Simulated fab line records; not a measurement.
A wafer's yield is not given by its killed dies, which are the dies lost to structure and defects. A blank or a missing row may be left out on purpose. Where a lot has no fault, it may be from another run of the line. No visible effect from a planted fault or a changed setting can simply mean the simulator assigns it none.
Chamber matching    flow nand_harc    NHARC_P_M1_PRE_CLEAN_32 on pecvd-02: 3 sister chambers
The step time 12 s. 6 wafers are shown with their chamber, then 7 later ones without.

WAFERS WITH THEIR CHAMBER
wafer   chamber  heater_power_w (W)  rf_fwd_power_W (W)
L082.6  1        679                 293.8
L083.1  2        781                 293.5
L083.2  0        604                 292.7
L083.6  0        593                 292.9
L084.1  2        735                 293.2
L084.3  1        610                 290.7

WAFERS WITHOUT THEIR CHAMBER
wafer   heater_power_w (W)  rf_fwd_power_W (W)
L084.6  644                 290.5
L089.2  651                 292.1
L089.3  651                 291.0
L089.4  656                 291.5
L091.2  699                 291.7
L091.4  738                 291.6
L091.5  628                 292.5

THE CHAMBER EACH PASSED THROUGH
wafer   from the rows above           in truth
L084.6  can't be placed: 1 or 0       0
L089.2  can't be placed: 1 or 0       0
L089.3  can't be placed: 1 or 0       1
L089.4  can't be placed: 1 or 0       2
L091.2  can't be placed: 1 or 2 or 0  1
L091.4  can't be placed: 2 or 1       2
L091.5  can't be placed: 1 or 0       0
Placed correctly: 0 of 7. Cannot be placed on the basis of these rows: 7; the candidates contain the true chamber in 6. Placed wrongly: 0.
How it was worked out, from the rows above alone: a wafer's distance from a chamber is the root of the sum, over the readings, of the square of ((its reading less the chamber's mean) divided by the reading's scatter). If the next closest chamber is less than 2 further off than the closest, the wafer can't be placed; otherwise it belongs to the closest. Each chamber's mean is taken over the wafers shown for it. The scatter: the root of (the sum of the squares of (reading less its chamber's mean) over the shown wafers, divided by (wafers less chambers)).
